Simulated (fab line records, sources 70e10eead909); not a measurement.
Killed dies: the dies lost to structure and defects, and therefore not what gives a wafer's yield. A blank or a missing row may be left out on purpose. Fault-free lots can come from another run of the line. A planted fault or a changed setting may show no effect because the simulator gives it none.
Matching of chambers / flow nand_harc / 4 sister chambers for NHARC_A_STAIRCASE_TRIM_220 on rie_diel-08
The step chemistry O2, time 211.2 s. 20 wafers are shown with their chamber, then 10 later ones without.

WAFERS WITH THEIR CHAMBER
wafer=L074.3; chamber=2; showerhead_plenum_p_Torr (Torr)=3.37; throttle_valve_pct (%)=17.040; oes_product_au (a.u.)=1.002
wafer=L074.4; chamber=0; showerhead_plenum_p_Torr (Torr)=3.59; throttle_valve_pct (%)=17.046; oes_product_au (a.u.)=1.003
wafer=L074.6; chamber=2; showerhead_plenum_p_Torr (Torr)=3.37; throttle_valve_pct (%)=17.051; oes_product_au (a.u.)=1.007
wafer=L075.1; chamber=1; showerhead_plenum_p_Torr (Torr)=3.75; throttle_valve_pct (%)=17.026; oes_product_au (a.u.)=1.006
wafer=L075.2; chamber=3; showerhead_plenum_p_Torr (Torr)=3.60; throttle_valve_pct (%)=17.030; oes_product_au (a.u.)=0.999
wafer=L075.4; chamber=0; showerhead_plenum_p_Torr (Torr)=3.59; throttle_valve_pct (%)=17.031; oes_product_au (a.u.)=1.000
wafer=L079.2; chamber=0; showerhead_plenum_p_Torr (Torr)=3.58; throttle_valve_pct (%)=17.031; oes_product_au (a.u.)=0.996
wafer=L079.4; chamber=1; showerhead_plenum_p_Torr (Torr)=3.74; throttle_valve_pct (%)=17.032; oes_product_au (a.u.)=0.983
wafer=L079.6; chamber=2; showerhead_plenum_p_Torr (Torr)=3.36; throttle_valve_pct (%)=17.040; oes_product_au (a.u.)=0.989
wafer=L081.4; chamber=3; showerhead_plenum_p_Torr (Torr)=3.58; throttle_valve_pct (%)=17.027; oes_product_au (a.u.)=1.008
wafer=L081.5; chamber=0; showerhead_plenum_p_Torr (Torr)=3.58; throttle_valve_pct (%)=17.045; oes_product_au (a.u.)=0.997
wafer=L081.6; chamber=3; showerhead_plenum_p_Torr (Torr)=3.58; throttle_valve_pct (%)=17.024; oes_product_au (a.u.)=1.006
wafer=L083.2; chamber=1; showerhead_plenum_p_Torr (Torr)=3.74; throttle_valve_pct (%)=17.030; oes_product_au (a.u.)=0.992
wafer=L083.4; chamber=0; showerhead_plenum_p_Torr (Torr)=3.58; throttle_valve_pct (%)=17.044; oes_product_au (a.u.)=0.998
wafer=L083.6; chamber=0; showerhead_plenum_p_Torr (Torr)=3.58; throttle_valve_pct (%)=17.030; oes_product_au (a.u.)=0.991
wafer=L088.2; chamber=3; showerhead_plenum_p_Torr (Torr)=3.57; throttle_valve_pct (%)=17.046; oes_product_au (a.u.)=1.010
wafer=L088.4; chamber=1; showerhead_plenum_p_Torr (Torr)=3.72; throttle_valve_pct (%)=17.033; oes_product_au (a.u.)=0.998
wafer=L088.5; chamber=3; showerhead_plenum_p_Torr (Torr)=3.57; throttle_valve_pct (%)=17.020; oes_product_au (a.u.)=1.008
wafer=L088.1; chamber=0; showerhead_plenum_p_Torr (Torr)=3.57; throttle_valve_pct (%)=17.025; oes_product_au (a.u.)=1.002
wafer=L088.3; chamber=2; showerhead_plenum_p_Torr (Torr)=3.35; throttle_valve_pct (%)=17.056; oes_product_au (a.u.)=0.994

SIGNATURES (averages over the wafers above)
reading=showerhead_plenum_p_Torr; chamber 0=3.5814; chamber 1=3.7375; chamber 2=3.3625; chamber 3=3.5800; scatter within a chamber=0.0101
reading=throttle_valve_pct; chamber 0=17.03600; chamber 1=17.03025; chamber 2=17.04675; chamber 3=17.02940; scatter within a chamber=0.0082
reading=oes_product_au; chamber 0=0.99814; chamber 1=0.99475; chamber 2=0.99800; chamber 3=1.00620; scatter within a chamber=0.00637
Rule: a wafer lies at a distance from a chamber equal to the root of the sum of squares, over the readings, of (its reading less the chamber's mean, divided by the reading's scatter). If the next closest chamber is less than 2 further off than the closest, the wafer can't be placed; otherwise it belongs to the closest. The scatter: take each reading less its chamber's mean, square it, sum over the shown wafers, divide by the number of wafers less the number of chambers, and take the root.

WAFERS WITHOUT THEIR CHAMBER
wafer=L088.6; showerhead_plenum_p_Torr (Torr)=3.57; throttle_valve_pct (%)=17.034; oes_product_au (a.u.)=1.006
wafer=L091.2; showerhead_plenum_p_Torr (Torr)=3.57; throttle_valve_pct (%)=17.045; oes_product_au (a.u.)=1.002
wafer=L091.4; showerhead_plenum_p_Torr (Torr)=3.72; throttle_valve_pct (%)=17.030; oes_product_au (a.u.)=0.992
wafer=L091.6; showerhead_plenum_p_Torr (Torr)=3.34; throttle_valve_pct (%)=17.040; oes_product_au (a.u.)=0.999
wafer=L096.4; showerhead_plenum_p_Torr (Torr)=3.56; throttle_valve_pct (%)=17.054; oes_product_au (a.u.)=0.989
wafer=L096.5; showerhead_plenum_p_Torr (Torr)=3.71; throttle_valve_pct (%)=17.040; oes_product_au (a.u.)=0.995
wafer=L096.6; showerhead_plenum_p_Torr (Torr)=3.56; throttle_valve_pct (%)=17.018; oes_product_au (a.u.)=0.998
wafer=L097.1; showerhead_plenum_p_Torr (Torr)=3.55; throttle_valve_pct (%)=17.030; oes_product_au (a.u.)=1.004
wafer=L097.2; showerhead_plenum_p_Torr (Torr)=3.33; throttle_valve_pct (%)=17.026; oes_product_au (a.u.)=0.997
wafer=L097.4; showerhead_plenum_p_Torr (Torr)=3.71; throttle_valve_pct (%)=17.036; oes_product_au (a.u.)=0.999

WHICH CHAMBER EACH ONE RAN IN
wafer=L088.6; from the rows above=can't be placed: 3 or 0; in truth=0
wafer=L091.2; from the rows above=can't be placed: 0 or 3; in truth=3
wafer=L091.4; from the rows above=1; in truth=1
wafer=L091.6; from the rows above=2; in truth=2
wafer=L096.4; from the rows above=can't be placed: 0 or 3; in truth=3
wafer=L096.5; from the rows above=1; in truth=1
wafer=L096.6; from the rows above=can't be placed: 3 or 0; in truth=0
wafer=L097.1; from the rows above=can't be placed: 3 or 0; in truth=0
wafer=L097.2; from the rows above=2; in truth=2
wafer=L097.4; from the rows above=1; in truth=1
5 of 10 placed correctly. Can't be placed from these rows: 5 (the true chamber is among the candidates in 5). Wrongly placed: 0.
